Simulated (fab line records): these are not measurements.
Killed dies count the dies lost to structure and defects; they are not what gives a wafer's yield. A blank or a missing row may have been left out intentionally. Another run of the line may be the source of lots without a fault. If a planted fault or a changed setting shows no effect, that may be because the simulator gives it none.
Which of the tools did it? ; flow nand-harc ; 11 lots, 33 wafers sampled, at 5 steps of a route of 1302

WHAT THE GAUGES READ, wafer by wafer
NHARC_END_SORT_01. Usual: killed-at-array 53, standard deviation 19; killed-at-other 0.7, standard deviation 1.1; killed-at-periphery 4.2, standard deviation 2.7; killed-dies 58, standard deviation 18; killed-open 3.1, standard deviation 1.9; killed-short 2.5, standard deviation 1.6.
lot;measured;on;killed-at-array;killed-at-other;killed-at-periphery;killed-dies;killed-open;killed-short;flag
L414;day 27 13:10;prober-02;668 667 665;1 2 5;8 8 7;677 677 677;3 0 3;2 1 2;OFF
L415;day 28 03:56;prober-01;673 674 673;0 0 0;4 3 4;677 677 677;3 2 1;4 1 2;OFF
L417;day 28 22:13;prober-02;675 676 673;0 0 2;2 1 2;677 677 677;4 3 7;1 2 3;OFF
L421;day 29 20:06;prober-01;60 76 64;2 0 0;3 4 7;65 80 71;3 3 3;5 4 4;
L424;day 32 08:54;prober-01;91 93 66;0 0 0;4 3 8;95 96 74;3 3 1;3 5 0;
L426;day 33 03:59;prober-02;30 34 31;1 2 1;7 3 9;38 39 41;1 3 5;1 2 2;
L427;day 32 18:23;prober-01;67 79 80;0 0 0;4 3 4;71 82 84;3 3 2;4 3 8;

WHAT TOOL EACH LOT RAN ON (gives the tool, then ch and the chambers of the sampled wafers, and finally the start)
lot;NHARC_A_SGD_CUT_DESCUM_14;NHARC_A_SGD_CUT_ETCH_58;NHARC_A_SGD_CUT_ETCH_16;NHARC_A_SGD_CUT_STRIP_28
L406;rie-diel-11 ch 1,2,3, day 18 08:44;rie-diel-11 ch 0,1,3, day 18 08:49;rie-diel-11 ch 2,3, day 18 09:17;rie-diel-11 ch 1,2,3, no start
L414;rie-diel-11 ch 1,3, day 22 01:52;rie-diel-11 ch 0,1,3, day 22 01:57;rie-diel-11 ch 0,1, day 22 02:25;rie-diel-03 ch 0,1,2, day 22 10:25
L415;rie-diel-02 ch 0,1,3, day 22 16:23;rie-diel-02 ch 0,2,3, day 22 16:29;rie-diel-02 ch 0,1,2, day 22 16:58;rie-diel-11 ch 0,1,2, day 28 03:56 or earlier
L417;rie-diel-02 ch 2,3, day 23 10:46;rie-diel-02 ch 0,1, day 23 10:52;rie-diel-02 ch 0,1,3, day 23 11:20;rie-diel-11 ch 0,2,3, day 28 22:13 or earlier
L421;rie-diel-11 ch 0,1,3, day 24 23:54;rie-diel-11 ch 1,3, day 24 23:59;rie-diel-11 ch 0,2,3, day 25 00:29;rie-diel-03 ch 1,3, day 29 20:06 or earlier
L419;rie-diel-11 ch 2,3, day 25 01:01;rie-diel-11 ch 0,1, day 25 01:05;rie-diel-11 ch 0,1,3, day 25 01:37;rie-diel-03 ch 0,3, no start
L424;rie-diel-03 ch 0,1, day 26 18:08;rie-diel-03 ch 1,2, day 26 18:14;rie-diel-03 ch 2,3, day 26 18:43;rie-diel-02 ch 0,1,3, day 32 08:54 or earlier
L426;rie-diel-02 ch 0,1,3, day 27 11:19;rie-diel-02 ch 1,3, day 27 11:23;rie-diel-02 ch 0,2, day 27 11:53;rie-diel-02 ch 0,1,3, day 33 03:59 or earlier
L427;rie-diel-11 ch 0,1,2, day 27 11:31;rie-diel-11 ch 1,3, day 27 11:36;rie-diel-11 ch 0,2,3, day 27 12:07;rie-diel-11 ch 1,3, day 32 18:23 or earlier
L428;rie-diel-02 ch 0,1, day 28 06:25;rie-diel-02 ch 0,1,3, day 28 06:31;rie-diel-02 ch 1,3, day 28 06:59;rie-diel-03 ch 0,2,3, no start
L429;rie-diel-11 ch 0,2,3, day 28 18:20;rie-diel-11 ch 0,1,3, day 28 18:25;rie-diel-11 ch 1,2,3, day 28 18:55;rie-diel-03 ch 1,2, no start
- NHARC_A_SGD_CUT_DESCUM_14: chemistry O2, time 3 s.
- NHARC_A_SGD_CUT_ETCH_58: etches the open film in CF4, target depth 39 nm, time 65 s.
- NHARC_A_SGD_CUT_ETCH_16: etches the open film in C4F8/O2/Ar, target depth 310.5 nm, time 155.2 s.
- NHARC_A_SGD_CUT_STRIP_28: strips in O2, time 20 s.

WHAT THE TOOLS THEMSELVES READ (means of the sampled wafers that have a number; where no wafer has one, the mark that the record gives instead)
NHARC_A_SGD_CUT_DESCUM_14. Usual: drypump-motor-current-A 5.7 A, standard deviation 0.42; mfc-ar-sccm 0.008 sccm, standard deviation 0.0074; oes-product-au 1.000 a.u., standard deviation 0.011; rf-vpp-V 57.9 V, standard deviation 0.8; showerhead-plenum-p-Torr 1.93 Torr, standard deviation 0.047; throttle-valve-pct 11.312 %, standard deviation 0.0086.
lot;tool;drypump-motor-current-A (A);mfc-ar-sccm (sccm);oes-product-au (a.u.);rf-vpp-V (V);showerhead-plenum-p-Torr (Torr);throttle-valve-pct (%);flag
L406;rie-diel-11;5.9;0.011;0.995;58.9;1.94;11.311;
L414;rie-diel-11;5.8;0.007;0.989;57.6;1.94;11.314;
L415;rie-diel-02;5.4;0.005;1.007;58.4;1.91;11.310;
L417;rie-diel-02;5.3;0.009;0.999;58.0;1.91;11.313;
L421;rie-diel-11;5.7;0.011;1.004;56.9;1.91;11.303;
L419;rie-diel-11;5.8;0.008;0.989;58.8;1.95;11.317;
L424;rie-diel-03;5.5;0.009;0.999;58.2;1.94;11.311;
L426;rie-diel-02;5.4;0.005;1.006;58.0;1.91;11.313;
L427;rie-diel-11;5.8;0.015;0.998;57.4;1.90;11.311;
L428;rie-diel-02;5.7;0.000;0.998;57.0;1.89;11.315;
L429;rie-diel-11;5.6;0.009;1.005;58.2;1.92;11.314;

NHARC_A_SGD_CUT_ETCH_58. Usual: bias-w 99.98 W, standard deviation 0.28; cf4-flow-sccm 149.9 sccm, standard deviation 0.46; drypump-motor-current-A 5.7 A, standard deviation 0.41; mfc-ar-sccm 0.008 sccm, standard deviation 0.0074; oes-product-au 1.001 a.u., standard deviation 0.011; rf-vpp-V 151.3 V, standard deviation 1; showerhead-plenum-p-Torr 1.78 Torr, standard deviation 0.041; throttle-valve-pct 13.284 %, standard deviation 0.0098.
lot;tool;bias-w (W);cf4-flow-sccm (sccm);drypump-motor-current-A (A);mfc-ar-sccm (sccm);oes-product-au (a.u.);rf-vpp-V (V);showerhead-plenum-p-Torr (Torr);throttle-valve-pct (%);flag
L406;rie-diel-11;99.84;150.4;5.7;0.011;1.003;150.7;1.76;13.282;
L414;rie-diel-11;99.77;149.6;5.7;0.011;1.001;150.9;1.76;13.278;
L415;rie-diel-02;100.05;149.7;5.5;0.005;1.002;150.8;1.75;13.300;
L417;rie-diel-02;99.78;150.3;5.7;0.000;1.008;150.7;1.76;13.281;
L421;rie-diel-11;99.71;150.4;6.1;0.013;0.996;152.0;1.78;13.274;
L419;rie-diel-11;100.02;150.0;5.6;0.016;1.009;151.1;1.73;13.286;
L424;rie-diel-03;100.13;149.5;6.2;0.007;1.006;152.1;1.83;13.280;
L426;rie-diel-02;100.05;149.7;5.3;0.005;1.005;151.8;1.80;13.279;
L427;rie-diel-11;99.52;150.1;5.8;0.007;0.993;151.3;1.80;13.291;
L428;rie-diel-02;99.98;149.9;5.4;0.005;1.007;152.0;1.76;13.293;
L429;rie-diel-11;99.75;150.0;5.7;0.011;0.998;151.6;1.76;13.282;

NHARC_A_SGD_CUT_ETCH_16. Usual: bias-w 800.1 W, standard deviation 2.2; chamber-pressure-mTorr 24.995 mTorr, standard deviation 0.023; oes-product-au 0.971 a.u., standard deviation 0.015; rf-vpp-V 723.7 V, standard deviation 2.5.
lot;tool;bias-w (W);chamber-pressure-mTorr (mTorr);oes-product-au (a.u.);rf-vpp-V (V);flag
L406;rie-diel-11;800.9;25.018;0.956;725.2;
L414;rie-diel-11;-;-;-;-;OFF
L415;rie-diel-02;-;-;-;-;OFF
L417;rie-diel-02;-;-;-;-;OFF
L421;rie-diel-11;800.9;24.973;0.960;723.2;
L419;rie-diel-11;799.1;25.020;0.975;723.0;
L424;rie-diel-03;800.6;24.995;0.968;724.3;
L426;rie-diel-02;799.1;25.010;0.970;724.8;
L427;rie-diel-11;799.2;24.982;0.978;723.6;
L428;rie-diel-02;802.1;25.018;0.954;725.3;
L429;rie-diel-11;800.5;24.984;0.969;724.8;

NHARC_A_SGD_CUT_STRIP_28. Usual: drypump-motor-current-A 5.7 A, standard deviation 0.41; mfc-ar-sccm 0.008 sccm, standard deviation 0.0071; oes-product-au 1.000 a.u., standard deviation 0.011; rf-vpp-V 57.8 V, standard deviation 0.85; showerhead-plenum-p-Torr 3.55 Torr, standard deviation 0.08; throttle-valve-pct 17.036 %, standard deviation 0.01.
lot;tool;drypump-motor-current-A (A);mfc-ar-sccm (sccm);oes-product-au (a.u.);rf-vpp-V (V);showerhead-plenum-p-Torr (Torr);throttle-valve-pct (%);flag
L406;rie-diel-11;5.9;0.011;1.000;57.7;3.58;17.039;
L414;rie-diel-03;5.9;0.008;1.009;57.6;3.61;17.043;
L415;rie-diel-11;5.9;0.015;0.997;58.0;3.51;17.030;
L417;rie-diel-11;5.6;0.009;1.004;58.2;3.54;17.031;
L421;rie-diel-03;5.8;0.002;1.004;58.4;3.62;17.041;
L419;rie-diel-03;5.4;0.011;1.002;57.7;3.52;17.038;
L424;rie-diel-02;5.4;0.005;1.004;58.5;3.52;17.038;
L426;rie-diel-02;5.4;0.005;1.001;57.8;3.52;17.043;
L427;rie-diel-11;5.9;0.007;1.005;58.7;3.58;17.037;
L428;rie-diel-03;5.7;0.010;1.011;57.7;3.56;17.035;
L429;rie-diel-03;6.0;0.003;1.006;58.4;3.65;17.040;

THE ANSWER, worked out from the rows above alone
Rule: lot off if the mean of its wafers having a number is beyond 3 standard deviations from the usual mean. A lot without any number at a reading at which 4 lots or more have one is off too. The other lots that the step has rows for count as sound. The gauges are gone through in route order, then the tools' own readings, and for those a lot's mean is taken as printed above. The first step at which some lot is off is used, and at that step the reading that is off furthest; a lot without a number counts as furthest.
Off: L414, L415, L417 (NHARC_END_SORT_01, killed-dies). Neither off nor sound, because the step has no rows for them: L406, L419, L428, L429.
A tool fits if, at a process step before that reading, it ran every lot that is off, and no sound lot after the first of them. Not tried: the gauges at NHARC_END_SORT_01; whatever is off there is also off at NHARC_A_SGD_CUT_ETCH_16, on other tools, and gauge error can't account for it. NHARC_A_SGD_CUT_STRIP_28: start missing for some lots; hours and lot order therefore follow NHARC_END_SORT_01. None of those tried fits.

WHAT THE SIMULATOR HAD INSERTED
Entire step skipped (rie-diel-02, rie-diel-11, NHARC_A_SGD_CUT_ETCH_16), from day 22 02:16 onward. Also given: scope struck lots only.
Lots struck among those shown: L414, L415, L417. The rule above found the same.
